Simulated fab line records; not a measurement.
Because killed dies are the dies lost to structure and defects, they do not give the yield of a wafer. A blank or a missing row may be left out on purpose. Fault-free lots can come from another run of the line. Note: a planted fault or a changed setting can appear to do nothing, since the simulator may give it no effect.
Split-lot experiment    flow n5_finfet    21 wafers read from 7 lots, route of 1938 steps

== THE SPLIT ==
At N5_MOL_CONTACT_COAG_PECVD_31 (deposits SiO2 from TEOS/O2, target thk 46 nm, time 8.9 s), the setting temp_c was moved away from the recipe's 400 C on 8 of the 21 wafers read, by -3.5% to +2.7%. The other wafers ran this setting at the recipe's value.

== FROM THE SPLIT TO THE READING: what the file shows between them, 4 steps ==
- N5_MOL_CONTACT_COAG_COAT_75: time 60 s, resist thk 60 nm
- N5_MOL_CONTACT_COAG_COAT_76: time 60 s, resist thk 10 nm
- N5_MOL_CONTACT_COAG_ETCHBACK_135: etches SiO2 in CHF3, target depth 25 nm, time 16.7 s
- N5_MOL_CONTACT_COAG_STRIP_118: strips in CHF3

== THE READING ==
etch.depth_nm (the simulator's own value, which no gauge read), in nm, at N5_MOL_CONTACT_COAG_VIA_ETCH_46 (etches SiO2 in C4F6/O2, target depth 46 nm, overetch 9.2 nm, time 40 s). The file does not state a usual value for it. Average 45.90 nm, standard deviation 0.52 nm, over the 13 wafers here run with the recipe.

wafer   tool, chamber at the split  temp_c as run, C  against the recipe  etch.depth_nm, nm  against lot-mates on the recipe
L074.1  pecvd-04, 2                 400               recipe              45.72              -
L074.2  pecvd-04, 1                 400               recipe              45.98              -
L074.4  pecvd-04, 1                 400               recipe              46.29              -
L076.1  pecvd-04, 0,1               400               recipe              45.24              -
L076.3  pecvd-04, 0,1               400               recipe              45.17              -
L076.4  pecvd-04, 2                 410.8             +2.7%               43.56              -1.64
L078.2  pecvd-01, 0                 409.2             +2.3%               43.8               -2.97
L078.3  pecvd-01, 2                 409.2             +2.3%               43.05              -3.72
L078.4  pecvd-01, 2                 400               recipe              46.77              -
L082.3  pecvd-02, 1                 394.1             -1.5%               47.15              +0.69
L082.5  pecvd-02, 1                 394.1             -1.5%               48.31              +1.85
L082.6  pecvd-02, 2                 400               recipe              46.46              -
L089.1  pecvd-01, 0                 385.9             -3.5%               49.54              +3.46
L089.2  pecvd-01, 2                 400               recipe              45.78              -
L089.5  pecvd-01, 0                 400               recipe              46.38              -
L090.1  pecvd-04, 0                 400               recipe              45.04              -
L090.4  pecvd-04, 2                 400               recipe              45.94              -
L090.6  pecvd-04, 0                 400               recipe              46.29              -
L094.2  pecvd-04, 2                 393.7             -1.6%               47.11              +1.51
L094.4  pecvd-04, 2                 393.7             -1.6%               48.59              +2.99
L094.5  pecvd-04, 0                 400               recipe              45.6               -
Where a row lists several chambers, the file gives one row for several wafers and doesn't say which wafer went through which chamber.

FIT RESULTS
A straight line over all 21 wafers: etch.depth_nm changes by -1.06 nm for each +1% of temp_c; r = -0.94; the points scatter about the line by 0.56 nm.
The same after taking each lot's own level away (the mean of its wafers on the recipe; 21 wafers): -1.08 nm for each +1%; r = -0.93; scatter 0.62 nm.
Per that fit: largest temp_c move, reading shift of 3.8 nm.
The span of the lots' own levels, 45.205 to 46.770 nm, comes to 3.0 times the standard deviation stated above.
The two slopes agree, so the slope changes little with the lot-to-lot level.
Check: +3.98 nm against its lot-mates is what the line predicts for one of the wafers moved furthest among these (-3.5%) when that wafer is left out of the fit. It came out at +3.46 nm against them.

== ADDITIONAL SPLITS CARRIED BY THESE WAFERS ==
Before the reading, these wafers also passed through other splits. Each is held against what the fit with the lots' levels taken away leaves over:
other split on the same wafers         wafers away from the commonest value  r with etch.depth_nm (lot level and that fit taken away)
N5_ILD0_ALD_15 ald_cycles              9                                     -0.16
N5_SDB_EXPOSE_08 dose_mj               11                                    +0.10
N5_SDB_ALD_29 ald_cycles               6                                     +0.03
N5_HKMG_FIN_ETCH_32 source_w           7                                     -0.26
N5_HKMG_FIN_ETCH_35 bias_w             4                                     +0.03
N5_MOL_CONTACT_COAG_EXPOSE_05 dose_mj  4                                     -0.19

== THE WHOLE CHAIN: every reading that the file lists as answering this split, in the file's order ==
step                             what it does                                                            reading                                                                                    change (the file's fit)               r (the file's)
N5_MOL_CONTACT_COAG_PECVD_31     deposits SiO2 from TEOS/O2, target thk 46 nm, time 8.9 s                SiO2_of_MOL_CONTACT_COAG_PECVD_31.thk_nm (the simulator's own value, which no gauge read)  -1.02 nm for each +1% of the setting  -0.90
N5_MOL_CONTACT_COAG_VIA_ETCH_46  etches SiO2 in C4F6/O2, target depth 46 nm, overetch 9.2 nm, time 40 s  etch.depth_nm (the simulator's own value, which no gauge read)                             -1 nm for each +1% of the setting     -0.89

== FILE'S OWN FIT ==
etch.depth_nm changes by -1 nm for each +1% of temp_c, r = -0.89.
